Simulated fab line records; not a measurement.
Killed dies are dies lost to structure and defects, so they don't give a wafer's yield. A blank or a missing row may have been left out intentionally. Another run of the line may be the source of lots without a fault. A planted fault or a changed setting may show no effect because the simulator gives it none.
A struck lot beside a sound one :: flow nand-harc :: 42 steps out of a route of 1159
Sound: the wafers L620.2, L620.4, L620.6. Wafers struck: L608.3, L608.5, L608.6. At the end, the cause is stated.
For every step that has rows: the tool of each side, followed by ch and its chambers, followed by its first start. Under that, the readings that differ: sound wafers :: struck wafers :: difference of the means :: sigmas: that difference in standard deviations of wafers without a fault.
alike: readings with means less than 2 such deviations apart, plus words and numbers identical on both sides. not compared: withheld readings, readings lacking a value on some wafer, bounds such as >300 that could conceal the same value, and numbers that have no deviation in the record and whose values overlap.
Wherever a step has rows on one side only, a row that says differs or no value, or a row with sigmas, the two part there. Numbers that have no deviation but don't overlap get no sigmas and don't part them. Lack of a reading on every wafer of one side parts them only where that side has two or more wafers.

NHARC_A_CONTACT_ETCH_75: etches the open film in CF4, target depth 39 nm, time 65 s.
  sound on rie-diel-12 ch 2,3, day 21 16:37; struck on rie-diel-12 ch 0,2,3, day 19 07:05
reading: rf-vpp-V (V)
sound: 151.9 152.5 153.8
struck: 150.1 151.5 150.0
difference: -2.2
sigmas: -2
  alike: drypump-motor-current-A, oes-product-au, showerhead-plenum-p-Torr, throttle-valve-pct
  not compared: rf-hours-counter-h
then, 11 steps without rows for these wafers: NHARC_A_CONTACT_ETCH_76 (etches the open film in N2/H2, target depth 260 nm, time 475.3 s); NHARC_A_CONTACT_ETCH_77 (etches the open film in CF4/CHF3, target depth 72.6 nm, time 36.3 s); NHARC_A_CONTACT_ETCH_78 (etches the open film in O2/COS, target depth 2800 nm, time 728 s); NHARC_A_CONTACT_ETCH_124 (etches the open film in C4F8/O2/Ar, time 140 s, target depth 700 nm); NHARC_A_CONTACT_ETCH_125 (etches the open film in C4F8/O2/Ar, time 155 s, target depth 956 nm); NHARC_A_CONTACT_ETCH_126 (etches the open film in C4F8/O2/Ar, time 155 s, target depth 956 nm); NHARC_A_CONTACT_ETCH_127 (etches the open film in C4F8/O2/Ar, time 155 s, target depth 956 nm); NHARC_A_CONTACT_ETCH_128 (etches the open film in C4F8/O2/Ar, time 155 s, target depth 956 nm); NHARC_A_CONTACT_ETCH_129 (etches the open film in C4F8/O2/Ar, time 155 s, target depth 956 nm); NHARC_A_CONTACT_ETCH_130 (etches the open film in C4F8/O2/Ar, time 155 s, target depth 956 nm); NHARC_A_CONTACT_ETCH_131 (etches the open film in C4F8/O2/Ar, time 155 s, target depth 956 nm).
NHARC_A_CONTACT_ETCH_132: etches the open film in C4F8/O2/Ar, time 156 s, target depth 958 nm.
  sound on har-cap-etch-01 ch 0,1, day 21 19:04; struck on har-cap-etch-02 ch 0,1, day 19 09:47
  not compared: rf-hours-counter-h
then, 1 step without rows for these wafers: NHARC_A_CONTACT_ETCH_133 (etches the open film in C4F8/O2/Ar, time 195 s, target depth 840 nm).
NHARC_A_CONTACT_ETCH_91: etches the open film in CH3F/O2, target depth 40 nm, time 85.7 s.
  sound on rie-diel-12 ch 1,2, day 21 19:45; struck on rie-diel-12 ch 1,2,3, day 19 10:35
  alike: drypump-motor-current-A, oes-product-au, rf-vpp-V, showerhead-plenum-p-Torr, throttle-valve-pct
  not compared: rf-hours-counter-h
then, 1 step without rows for these wafers: NHARC_A_CONTACT_ETCH_97 (etches the open film in C4F6/O2, target depth 20 nm, time 10 s).
NHARC_A_CONTACT_CD_MEAS_80:
  sound: cd-sem-02 at day 21 19:59; struck: cd-sem-01 at day 19 10:46
  alike: cd-nm
then, 6 steps without rows for these wafers: NHARC_A_CONTACT_STRIP_103 (strips in N2/H2); NHARC_A_CONTACT_STRIP_104 (strips in CF4/CHF3); NHARC_A_CONTACT_STRIP_105 (strips in O2/COS); NHARC_A_CONTACT_ETCH_106 (etches the open film in CF4/O2, target depth 60 nm, overetch 6 nm, time 33 s); NHARC_A_CONTACT_STRIP_82 (strips in O2); NHARC_A_CONTACT_STRIP_83 (strips in post etch residue remover, time 600 s).
NHARC_A_CONTACT_DEP_84: deposits aC, target thk 2000 nm.
  sound on acl-dep-01 ch 0, day 21 21:19; struck on acl-dep-03 ch 0, day 19 12:07
  alike: throttle-valve-pct
NHARC_A_CONTACT_DEP_85: deposits SiON, target thk 50 nm.
  sound on pecvd-03 ch 0,1,2, day 21 22:25; struck on pecvd-03 ch 0,1,2, day 19 13:01
  alike: chamber-pressure-Torr, heater-power-w
then, 10 steps without rows for these wafers: NHARC_A_CONTACT_DEHYDRATE_00 (time 120 s); NHARC_A_CONTACT_HMDS_01 (time 30 s); NHARC_A_CONTACT_COAT_86 (time 75 s); NHARC_A_CONTACT_COAT_87 (time 65 s); NHARC_A_CONTACT_COAT_02 (resist thk 90 nm); NHARC_A_CONTACT_SOFTBAKE_03 (time 55 s); NHARC_A_CONTACT_EBR_04; NHARC_A_CONTACT_EXPOSE_05 (exposes mask A CC); NHARC_A_CONTACT_PEB_06 (peb time 65 s); NHARC_A_CONTACT_DEVELOP_07 (develop time 35 s).
NHARC_A_CONTACT_CD_MEAS_08: target cd 100 nm.
  sound on cd-sem-01 ch 0, day 21 23:06; struck on cd-sem-03 ch 0, day 19 13:41
  alike: cd-nm
NHARC_A_CONTACT_OVL_MEAS_09:
  sound: overlay-02 at day 21 23:13; struck: overlay-02 at day 19 13:46
  alike: overlay-x-nm, overlay-y-nm
then, 2 steps without rows for these wafers: NHARC_A_CONTACT_DESCUM_13 (chemistry O2, time 3 s); NHARC_A_CONTACT_ETCH_88 (etches the open film in CF4, target depth 39 nm, time 65 s).
NHARC_A_CONTACT_ETCH_89: etches the open film in N2/H2, target depth 260 nm, time 475.3 s.
  sound: rie-diel-13 ch 0,2,3; struck: rie-diel-12 ch 1,2
reading: showerhead-plenum-p-Torr (Torr)
sound: 2.00 1.92 2.06
struck: 2.18 2.11 2.18
difference: +0.16
sigmas: +2
  alike: drypump-motor-current-A, oes-product-au, rf-vpp-V, throttle-valve-pct
  not compared: rf-hours-counter-h
then, 1 step without rows for these wafers: NHARC_A_CONTACT_ETCH_30 (etches the open film in CF4/CHF3, target depth 60.5 nm, time 30.2 s).
-- break in the record here, with 2 days between the starts of the struck wafers on either side (left off in module A_CONTACT, picked up again in module END, where the first step shown is number 1159 on the route) --
NHARC_END_SORT_01:
  only the struck wafers appear in the record here, on prober-01 ch 0 at day 22 00:50; the sound ones have no rows

WHERE THEY PART
First at NHARC_A_CONTACT_ETCH_75; last, within this record, at NHARC_END_SORT_01.

WHY: whatever the simulator had introduced
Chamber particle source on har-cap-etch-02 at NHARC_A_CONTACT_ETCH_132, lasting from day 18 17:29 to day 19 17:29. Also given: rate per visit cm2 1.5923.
